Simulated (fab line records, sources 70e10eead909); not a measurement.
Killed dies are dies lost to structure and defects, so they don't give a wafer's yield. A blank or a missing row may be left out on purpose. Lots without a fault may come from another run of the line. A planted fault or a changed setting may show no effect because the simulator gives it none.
fab line records | flow nand_harc
record lots=14 wafers=42 last_day=24
route steps=1159 shown A_ZERO_WELL@412 A_ONON_D1@425 A_CHANNEL_HOLE_D1@462 END@1159
lots that met no fault: from a run of the same line without faults
start_h: hours from the record's first day to the start of the lot's first wafer shown | wait_h: hours since the lot's step before | " the same as in the row above | L1.1+2: a row that stands for several wafers | - no value, or no start given | * or withheld: withheld | < > ~ a bound
route shown NAME@n: a module of which the file shows steps, and the number in the route of the first | usual: mean/standard deviation of fault-free wafers | same: alike in all rows | chamber/n: place in a boat | sites: the reading at each site | _std_site: their standard deviation | _edge_site: outer sites' mean less inner sites' | radius_mm: how far each site lies from the wafer's centre | mask NAME#n: copy n | behind: the tool/chamber that last shaped the wafer | hold: why the lot was held/for how many hours/how that ended | device: the transistor (n, p or np) that didn't switch | end of line: the same wafers' tests at the end of the route | a step without rows: its recipe alone | killed: dies lost to structure and defects at the first sort, not the wafer's yield | map: a wafer's dies, x killed, . not, _ none there
set.NAME: the setting as run; set.NAME@STEP: as run at that earlier step | model.NAME: the simulator's own value behind a step, which no gauge read
steps of the route over a sample of lots; a table a step, a row a wafer
services: from which hour (start_h, from the record's first day; less than 0 if before it) a tool's chamber was out of use, for how many hours, and why
## steps
# step NHARC_A_ZERO_WELL_INSPECT_17
# usual raw_defect_count=11/6.2
# columns lot.wafer tool chamber start_h wait_h raw_defect_count
L919.1 defect_inspect-02 - 144.51 0.2 2
L919.2 " - " " 8
L919.4 " - " " 9
L920.2 defect_inspect-02 - 157.39 0.1 10
L920.3 " - " " 6
L920.5 " - " " 3
L921.3 defect_inspect-02 - 158.14 0.1 14
L921.5 " - " " 5
L921.6 " - " " 10
L922.2 defect_inspect-01 - 158.26 0.1 12
L922.3 " - " " 16
L922.6 " - " " 10
L923.1 defect_inspect-01 - 172.64 0.2 10
L923.2 " - " " 8
L923.6 " - " " 7
L924.2 defect_inspect-02 - 177.09 0.1 13
L924.3 " - " " 16
L924.5 " - " " 20
L925.3 defect_inspect-01 - 179.27 0.1 10
L925.4 " - " " 10
L925.6 " - " " 8
L926.2 defect_inspect-01 - 191.50 0.1 5
L926.5 " - " " 1
L926.6 " - " " 9
L927.1 defect_inspect-02 - 192.61 0.2 31
L927.4 " - " " 21
L927.5 " - " " 16
L933.1 defect_inspect-02 - 236.85 0.2 24
L933.3 " - " " 14
L933.5 " - " " 9
L934.2 defect_inspect-01 - 238.55 0.1 8
L934.3 " - " " 25
L934.4 " - " " 6
L935.1 defect_inspect-02 - 245.55 0.2 6
L935.2 " - " " 7
L935.4 " - " " 7
L936.1 defect_inspect-01 - 245.87 0.2 15
L936.5 " - " " 22
L936.6 " - " " 24
L939.3 defect_inspect-01 - 274.10 0.1 8
L939.4 " - " " 6
L939.6 " - " " 9
# step NHARC_A_ONON_D1_THK_MEAS_02
# recipe thk_meas_gauge=ellipsometry
# usual thk_nm=999/9.6
# columns lot.wafer tool chamber start_h wait_h thk_nm
L919.1 film_metro-01 - 163.85 - 1014
L919.2 " - " " 1016
L919.4 " - " " 1015
L921.3 film_metro-01 - 178.39 - 1015
L921.5 " - " " 1013
L921.6 " - " " 1013
L922.2 film_metro-02 - 178.42 - 1004
L922.3 " - " " 1003
L922.6 " - " " 1003
L920.2 film_metro-01 - 178.43 - 990
L920.3 " - " " 992
L920.5 " - " " 991
L923.1 film_metro-01 - 193.75 - 999
L923.2 " - " " 1000
L923.6 " - " " 999
L924.2 film_metro-02 - 198.88 - 990
L924.3 " - " " 988
L924.5 " - " " 990
L925.3 film_metro-01 - 198.88 - 989
L925.4 " - " " 989
L925.6 " - " " 988
L927.1 film_metro-01 - 213.25 - 989
L927.4 " - " " 987
L927.5 " - " " 987
L926.2 film_metro-01 - 213.26 - 998
L926.5 " - " " 997
L926.6 " - " " 998
L934.2 film_metro-02 - 258.41 - 1005
L934.3 " - " " 1006
L934.4 " - " " 1003
L933.1 film_metro-01 - 258.41 - 1002
L933.3 " - " " 1004
L933.5 " - " " 1003
L935.1 film_metro-01 - 266.19 - 992
L935.2 " - " " 992
L935.4 " - " " 992
L936.1 film_metro-01 - 266.24 - 1002
L936.5 " - " " 1001
L936.6 " - " " 1000
L939.3 film_metro-02 - 293.28 - 990
L939.4 " - " " 988
L939.6 " - " " 989
# step NHARC_A_ONON_D1_DEP_28
# recipe target_thk_a=10000 n2_flow_sccm=2750 n2o_flow_sccm=2000 nh3_flow_sccm=500 sih4_flow_sccm=210 temp_c=400
# columns lot.wafer tool chamber start_h wait_h
L919.1+2+4 pecvd_onon-03 0 175.01 0.1
L922.2+3+6 pecvd_onon-02 0 189.55 0.1
L920.2+3+5 pecvd_onon-04 0 189.60 0.1
L921.3+5+6 pecvd_onon-03 0 189.63 0.2
L923.1+2+6 pecvd_onon-04 0 207.99 0.1
L924.2+3+5 pecvd_onon-02 0 208.10 0.1
L925.3+4+6 pecvd_onon-03 0 208.10 0.2
L927.1+4+5 pecvd_onon-03 0 225.65 0.1
L926.2+5+6 pecvd_onon-04 0 225.73 0.1
L934.2+3+4 pecvd_onon-04 0 269.55 0.1
L933.1+3+5 pecvd_onon-03 0 269.64 0.1
L936.1+5+6 pecvd_onon-02 0 278.27 0.1
L935.1+2+4 pecvd_onon-03 0 278.31 0.1
L939.3+4+6 pecvd_onon-04 0 304.31 0.2
# step NHARC_A_ONON_D1_THK_MEAS_30
# recipe thk_meas_gauge=ellipsometry
# usual thk_nm=1000/12
# columns lot.wafer tool chamber start_h wait_h thk_nm
L919.1 film_metro-02 - 175.52 - 1006
L919.2 " - " " 1007
L919.4 " - " " 1007
L922.2 film_metro-02 - 190.00 - 993
L922.3 " - " " 994
L922.6 " - " " 995
L921.3 film_metro-01 - 190.02 - 1014
L921.5 " - " " 1014
L921.6 " - " " 1015
L920.2 film_metro-02 - 190.05 - 989
L920.3 " - " " 989
L920.5 " - " " 990
L923.1 film_metro-01 - 208.50 - 1011
L923.2 " - " " 1012
L923.6 " - " " 1012
L925.3 film_metro-01 - 208.50 - 989
L925.4 " - " " 988
L925.6 " - " " 988
L924.2 film_metro-01 - 208.55 - 1007
L924.3 " - " " 1007
L924.5 " - " " 1009
L927.1 film_metro-01 - 226.17 - 991
L927.4 " - " " 990
L927.5 " - " " 992
L926.2 film_metro-01 - 226.18 - 1004
L926.5 " - " " 1004
L926.6 " - " " 1002
L934.2 film_metro-01 - 270.00 - 1013
L934.3 " - " " 1010
L934.4 " - " " 1012
L933.1 film_metro-02 - 270.16 - 1828
L933.3 " - " " 1827
L933.5 " - " " 1827
L936.1 film_metro-01 - 278.79 - 990
L936.5 " - " " 990
L936.6 " - " " 989
L935.1 film_metro-01 - 278.83 - 1831
L935.2 " - " " 1829
L935.4 " - " " 1829
L939.3 film_metro-02 - 304.70 - 1008
L939.4 " - " " 1005
L939.6 " - " " 1005
# step NHARC_A_CHANNEL_HOLE_D1_CD_MEAS_10
# recipe target_cd_nm=100 landing_energy_ev=500
# usual cd_nm=100.0/0.54
# columns lot.wafer tool chamber start_h wait_h cd_nm
L919.1 cd_sem-02 0 180.46 - 100.0
L919.2 " 0 " " 100.0
L919.4 " 0 " " 99.7
L922.2 cd_sem-02 0 194.31 - 100.1
L922.3 " 0 " " 99.8
L922.6 " 0 " " 99.5
L921.3 cd_sem-02 0 194.53 - 100.3
L921.5 " 0 " " 100.8
L921.6 " 0 " " 100.4
L920.2 cd_sem-02 0 195.02 - 99.9
L920.3 " 0 " " 100.0
L920.5 " 0 " " 99.1
L923.1 cd_sem-02 0 211.79 - 99.1
L923.2 " 0 " " 99.8
L923.6 " 0 " " 98.9
L925.3 cd_sem-03 0 212.37 - 100.1
L925.4 " 0 " " 100.1
L925.6 " 0 " " 100.2
L924.2 cd_sem-03 0 213.70 - 99.4
L924.3 " 0 " " 99.3
L924.5 " 0 " " 99.3
L927.1 cd_sem-03 0 231.41 - 99.8
L927.4 " 0 " " 100.3
L927.5 " 0 " " 99.6
L926.2 cd_sem-03 0 231.94 - 99.9
L926.5 " 0 " " 100.2
L926.6 " 0 " " 100.4
L934.2 cd_sem-02 0 273.91 - 100.1
L934.3 " 0 " " 100.7
L934.4 " 0 " " 100.1
L936.1 cd_sem-03 0 282.18 - 100.8
L936.5 " 0 " " 100.2
L936.6 " 0 " " 100.4
L939.3 cd_sem-02 0 311.44 - 99.8
L939.4 " 0 " " 100.0
L939.6 " 0 " " 99.7
# step NHARC_END_SORT_01
# recipe temp_c=25
# usual killed_at_array=24/8.4 killed_at_other=0.7/1.1 killed_at_periphery=2.9/1.7 killed_dies=27/8.6 killed_open=3.3/1.8 killed_short=1.8/1.4
# same gross_dies=677
# columns lot.wafer tool chamber start_h wait_h killed_at_array killed_at_other killed_at_periphery killed_dies killed_open killed_short
L933.1 prober-02 0 538.34 2.5 675 0 2 677 5 0
L933.3 prober-02 0 539.94 3.1 675 0 2 677 7 0
L933.5 prober-02 0 541.55 3.7 675 1 1 677 2 1
L935.1 prober-01 0 557.15 2.4 670 1 6 677 8 0
L935.2 prober-01 0 557.95 2.8 674 0 3 677 3 3
L935.4 prober-01 0 559.53 3.4 670 0 7 677 4 3
# killed by level:class
L933.1 A_ONON_D1:area_dep=646 A_SLIT:chamber_film_flake=14 A_STAIRCASE:chamber_film_flake=5 A_CHANNEL_HOLE_D1:chamber_film_flake=3 A_CONTACT:chamber_film_flake=3 P_M0:geometric_particle:open=1 A_ONON_D1:geometric_particle:open=1 A_WL_FILL:geometric_particle:open=1
L933.3 A_ONON_D1:area_dep=638 A_SLIT:chamber_film_flake=21 A_CHANNEL_HOLE_D1:chamber_film_flake=8 A_ONON_D1:geometric_particle:open=3 A_STAIRCASE:chamber_film_flake=2 P_GATE:geometric_particle:open=1 P_M0:geometric_particle:open=1 A_SGD_CUT:geometric_particle:open=1
L933.5 A_ONON_D1:area_dep=638 A_SLIT:chamber_film_flake=20 A_STAIRCASE:chamber_film_flake=5 A_CHANNEL_HOLE_D1:chamber_film_flake=4 A_CONTACT:chamber_film_flake=4 A_CONTACT:geometric_particle:open=1 A_CONTACT:geometric_particle:short=1 A_BLC:geometric_particle:open=1
L935.1 A_ONON_D1:area_dep=639 A_CHANNEL_HOLE_D1:chamber_film_flake=19 A_CONTACT:chamber_film_flake=5 P_M0:geometric_particle:open=2 A_WL_FILL:geometric_particle:open=2 P_GATE:chamber_film_flake=2 P_M0:chamber_film_flake=2 A_CHANNEL_FILL_D1:geometric_particle:open=1
L935.2 A_ONON_D1:area_dep=643 A_CHANNEL_HOLE_D1:chamber_film_flake=20 A_CONTACT:chamber_film_flake=4 A_WL_FILL:geometric_particle:short=2 A_STAIRCASE:chamber_film_flake=2 P_M1:geometric_particle:short=1 A_CHANNEL_FILL_D1:geometric_particle:open=1 A_WL_FILL:geometric_particle:open=1
L935.4 A_ONON_D1:area_dep=643 A_CHANNEL_HOLE_D1:chamber_film_flake=18 P_GATE:chamber_film_flake=3 A_CHANNEL_HOLE_D1:geometric_particle:open=2 P_M0:chamber_film_flake=2 A_STAIRCASE:chamber_film_flake=2 P_M0:geometric_particle:short=1 P_M0:geometric_particle:open=1
## services
# columns tool chamber start_h hours kind
pecvd_onon-03 - 153.00 13.0 pm
pecvd_onon-04 - 237.00 13.0 pm
pecvd_onon-02 - 292.00 13.0 pm
## key
first_sign step=NHARC_A_ONON_D1_THK_MEAS_30 reading=thk_nm direction=up sigmas=71 usual=1000 struck=1829
effect step=NHARC_END_SORT_01 reading=killed_at_array direction=up sigmas=77 usual=24 struck=673
more_kills_born_at NHARC_A_ONON_D1_DEP_28@pecvd_onon-03=3847
met_at NHARC_A_ONON_D1_DEP_28
struck_lots L933,L935
later_rows_left_out L933.1,L933.3,L933.5,L935.1,L935.2,L935.4
tester_left_out L933,L935
not_acting_at NHARC_A_ZERO_WELL_INSPECT_17,NHARC_A_ONON_D1_THK_MEAS_02,NHARC_A_CHANNEL_HOLE_D1_CD_MEAS_10
onset_between 225.65 269.64
fault kind=process_parameter_drift tool=pecvd_onon-03 chamber=- onset_h=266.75 steps=NHARC_A_ONON_D1_DEP_28 channel=target_thk_a offset=* shape=step end_h=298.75 acts_in=* stated=*
# tester_left_out: of these lots the tester's yield and bins aren't shown, on N5 and GAA mostly nor the transistor test; their killed dies are dies lost to structure and defects alone, not to doping, threshold or leakage, so they don't give the yield
# later_rows_left_out: the simulator's readings of these wafers behind a module that went badly wrong aren't trusted and aren't shown, but for the sort
